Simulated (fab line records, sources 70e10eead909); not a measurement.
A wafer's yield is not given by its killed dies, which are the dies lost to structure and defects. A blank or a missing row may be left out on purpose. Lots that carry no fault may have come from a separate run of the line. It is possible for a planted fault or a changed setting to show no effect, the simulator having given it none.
Chamber matching | flow nand-harc | rie-diel-11 running NHARC_A_CONTACT_ETCH_48: 4 sister chambers
The step etches the open film in CF4, target depth 39 nm, time 65 s. 22 wafers are shown with their chamber, then 11 later ones without.

## WAFERS, EACH WITH ITS CHAMBER
wafer  | chamber | showerhead-plenum-p-Torr (Torr) | rf-vpp-V (V) | throttle-valve-pct (%)
L079.2 | 0       | 1.65                            | 151.1        | 13.275
L079.3 | 2       | 1.74                            | 152.4        | 13.296
L079.6 | 2       | 1.74                            | 151.2        | 13.284
L078.3 | 3       | 1.68                            | 150.9        | 13.285
L078.5 | 0       | 1.64                            | 147.9        | 13.296
L078.6 | 3       | 1.68                            | 151.3        | 13.275
L080.1 | 3       | 1.68                            | 150.4        | 13.281
L080.2 | 0       | 1.64                            | 148.5        | 13.283
L080.6 | 2       | 1.74                            | 150.8        | 13.289
L084.1 | 1       | 1.72                            | 150.2        | 13.293
L084.4 | 3       | 1.68                            | 150.8        | 13.264
L084.5 | 1       | 1.72                            | 150.9        | 13.281
L085.2 | 0       | 1.64                            | 150.2        | 13.283
L085.3 | 3       | 1.68                            | 149.9        | 13.285
L085.6 | 3       | 1.68                            | 150.0        | 13.270
L088.1 | 2       | 1.74                            | 150.8        | 13.286
L088.4 | 3       | 1.68                            | 149.2        | 13.273
L088.5 | 2       | 1.74                            | 151.3        | 13.283
L090.1 | 1       | 1.72                            | 152.0        | 13.290
L090.3 | 3       | 1.68                            | 149.6        | 13.291
L090.5 | 3       | 1.68                            | 150.5        | 13.288
L091.2 | 0       | 1.64                            | 149.3        | 13.299

SIGNATURES, as means of the wafers listed above
reading                  | chamber 0 | chamber 1 | chamber 2 | chamber 3 | scatter within a chamber
showerhead-plenum-p-Torr | 1.6420    | 1.7200    | 1.7400    | 1.6800    | 0.00211
rf-vpp-V                 | 149.400   | 151.033   | 151.300   | 150.289   | 0.868
throttle-valve-pct       | 13.28720  | 13.28800  | 13.28760  | 13.27911  | 0.00832
Rule: a wafer's distance from a chamber is the root of the sum, over the readings, of the square of ((its reading less the chamber's mean) divided by the reading's scatter). The wafer belongs to the nearest chamber; if the next one is less than 2 further off, it can't be placed. The scatter is the square root of a quotient: the sum, over the shown wafers, of each reading's squared deviation from its chamber's mean, divided by wafers minus chambers.

## WAFERS MISSING THEIR CHAMBER
wafer  | showerhead-plenum-p-Torr (Torr) | rf-vpp-V (V) | throttle-valve-pct (%)
L091.3 | 1.68                            | 151.6        | 13.279
L091.4 | 1.74                            | 150.1        | 13.266
L092.1 | 1.64                            | 150.7        | 13.305
L092.2 | 1.72                            | 150.0        | 13.280
L092.4 | 1.68                            | 150.4        | 13.282
L095.2 | 1.68                            | 150.0        | 13.281
L095.3 | 1.73                            | 149.9        | 13.295
L095.6 | 1.68                            | 150.9        | 13.283
L097.2 | 1.73                            | 149.4        | 13.269
L097.3 | 1.64                            | 150.2        | 13.287
L097.5 | 1.72                            | 150.2        | 13.290

## EACH ONE'S CHAMBER
wafer  | from the rows above     | in truth
L091.3 | 3                       | 3
L091.4 | 2                       | 2
L092.1 | 0                       | 0
L092.2 | 1                       | 1
L092.4 | 3                       | 3
L095.2 | 3                       | 3
L095.3 | can't be placed: 1 or 2 | 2
L095.6 | 3                       | 3
L097.2 | can't be placed: 1 or 2 | 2
L097.3 | 0                       | 0
L097.5 | 1                       | 1
Placed correctly: 9 of 11. Cannot be placed on the basis of these rows: 2; the candidates contain the true chamber in 2. 0 placed wrongly.
